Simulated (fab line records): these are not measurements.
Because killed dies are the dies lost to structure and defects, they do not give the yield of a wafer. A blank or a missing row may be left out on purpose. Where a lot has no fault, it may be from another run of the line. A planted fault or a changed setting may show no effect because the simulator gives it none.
Struck lot and sound lot, side by side | flow n5Finfet | 36 out of 1938 route steps
Sound: these wafers, L802.1, L802.3, L802.5. Struck: wafer L797.5 (left out: L797.6, a lot-mate that was not struck); the cause follows at the end.
Order at every step that has rows: each side's tool, ch and its chambers, its first start. Under that, the readings that differ: sound wafers | struck wafers | difference of the means | sigmas: that difference in standard deviations of wafers without a fault.
alike: readings whose means differ by less than 2 such deviations, and words and numbers that are the same on both sides. not compared: withheld readings, readings that some wafer has no value for, bounds like >300 that may hide the same value, and numbers for which the record gives no deviation and whose values overlap.
A row with sigmas, a row that says differs or no value, or rows on one side alone: a step with any of these is where the two part. Non-overlapping numbers with no deviation appear without sigmas and do not part them. A reading missing from all wafers of one side parts the sides only when that side holds two or more wafers.

first, 9 steps without rows for these wafers: N5_BEOL_M4_ANNEAL_95 (time 240 s); N5_BEOL_M4_SPUTTER_96 (material Cu, target thk 4.5 nm, time 8.29 s); N5_BEOL_M4_ECD_50 (material Cu, target thk 300 nm); N5_BEOL_M4_ANNEAL_51 (time 90 s); N5_BEOL_M4_CMP_52 (polishes, stops on SiOC, t overpolish 6.8 s, target thk 40 nm); N5_BEOL_M4_PRE_CLEAN_60 (time 15 s); N5_BEOL_M4_CO_CAP_55 (material Co, precursor CCTBA/H2, target thk 2 nm, time 102.1 s); N5_BEOL_M4_PRE_CLEAN_56 (time 15 s); N5_BEOL_M4_DEP_57 (deposits SiCN from 3MS/NH3, target thk 8 nm, time 14 s).
N5_BEOL_M4_RC_MEAS_101:
  sound on prober-01 ch 0, day 12 05:27; struck on prober-01 ch 0, day 11 03:13
reading       | sound          | struck | difference | sigmas
DIBL_N (mV/V) | 36.9 36.6 34.9 | 40.5   | +4.4       | +2
SS_P (mV/dec) | 73.1 72.8 72.6 | 74.9   | +2.1       | +3
  alike: DIBL_P, IOFF_N, IOFF_P, ION_N, ION_P, SS_N, VT_N, VT_P
then, 24 steps without rows for these wafers: N5_BEOL_M5_ILD_DEP_00 (deposits SiCOH lowk from DEMS/porogen, target thk 140.64 nm, time 25.9 s); N5_BEOL_M5_CURE_79 (cures SiCOH lowk, time 240 s); N5_BEOL_M5_PECVD_70 (deposits SiO2 from TEOS/O2, target thk 16 nm, time 18 s); N5_BEOL_M5_HM_DEP_02 (deposits TiN, target thk 20 nm); N5_BEOL_M5_COAT_59 (time 60 s, resist thk 60 nm); N5_BEOL_M5_COAT_60 (time 60 s, resist thk 12 nm); N5_BEOL_M5_COAT_71 (time 60 s, resist thk 5 nm); N5_BEOL_M5_COAT_05 (resist thk 30 nm); N5_BEOL_M5_EBR_07; N5_BEOL_M5_SOFTBAKE_06 (time 60 s); N5_BEOL_M5_EXPOSE_08 (exposes mask M5, target cd 28 nm); N5_BEOL_M5_PEB_09 (peb time 60 s); N5_BEOL_M5_DEVELOP_10 (develop time 30 s); N5_BEOL_M5_DESCUM_16 (chemistry O2, time 7 s); N5_BEOL_M5_ETCH_72 (etches underlayer in N2/H2, target depth 6.5 nm, time 5.2 s); N5_BEOL_M5_ETCH_61 (etches SiARC in CF4, target depth 15.6 nm, time 26 s); N5_BEOL_M5_ETCH_62 (etches SOC in N2/H2, target depth 75 nm, overetch 15 nm, time 112.5 s); N5_BEOL_M5_STRIP_63 (strips in N2/H2); N5_BEOL_M5_STRIP_73 (strips in N2/H2); N5_BEOL_M5_STRIP_64 (strips in CF4); N5_BEOL_M5_HM_OPEN_17 (chemistry Cl2/BCl3, target TiN, target depth 20 nm, overetch 6 nm); N5_BEOL_M5_STRIP_19 (strips in O2); N5_BEOL_M5_COAT_65 (time 60 s, resist thk 60 nm); N5_BEOL_M5_COAT_66 (time 60 s, resist thk 12 nm).
N5_BEOL_M7_VIA_ETCH_34: etches SiCOH lowk in C4F6/O2, target depth 125.5 nm, time 50.5 s.
  sound on rieDiel-06 ch 1,2, day 13 16:31; struck on rieDiel-03 ch 0, day 12 19:05
reading                                 | sound           | struck | difference | sigmas
model.etch.depthNm (nm)                 | 125.2 128.8 125 | 96.52  | -29.81     | 
model.SOC_of_BEOL_M7_COAT_63.thkNm (nm) | 53.8 53.8 53.8  | 55.4   | +1.6       | 
  alike: chamberPressureMTorr, drypumpMotorCurrentA, oes_f_703_au, oesProductAu, rfVppV, showerheadPlenumPTorr, throttleValvePct
  not compared: rfHoursCounterH
-- here the record skips 4 days between the struck wafers' starts before and after, leaving off in module BEOL_M7 and picking up in module PASSIVATION (first step shown: number 1936 of the route) --
N5_PASSIVATION_PROBE_49:
  the record has rows for the struck wafers here (prober-02, day 16 17:02) and none for the sound ones

WHERE THEY PART
First at N5_BEOL_M4_RC_MEAS_101; last, within this record, at N5_PASSIVATION_PROBE_49.

WHY: the cause the simulator had injected
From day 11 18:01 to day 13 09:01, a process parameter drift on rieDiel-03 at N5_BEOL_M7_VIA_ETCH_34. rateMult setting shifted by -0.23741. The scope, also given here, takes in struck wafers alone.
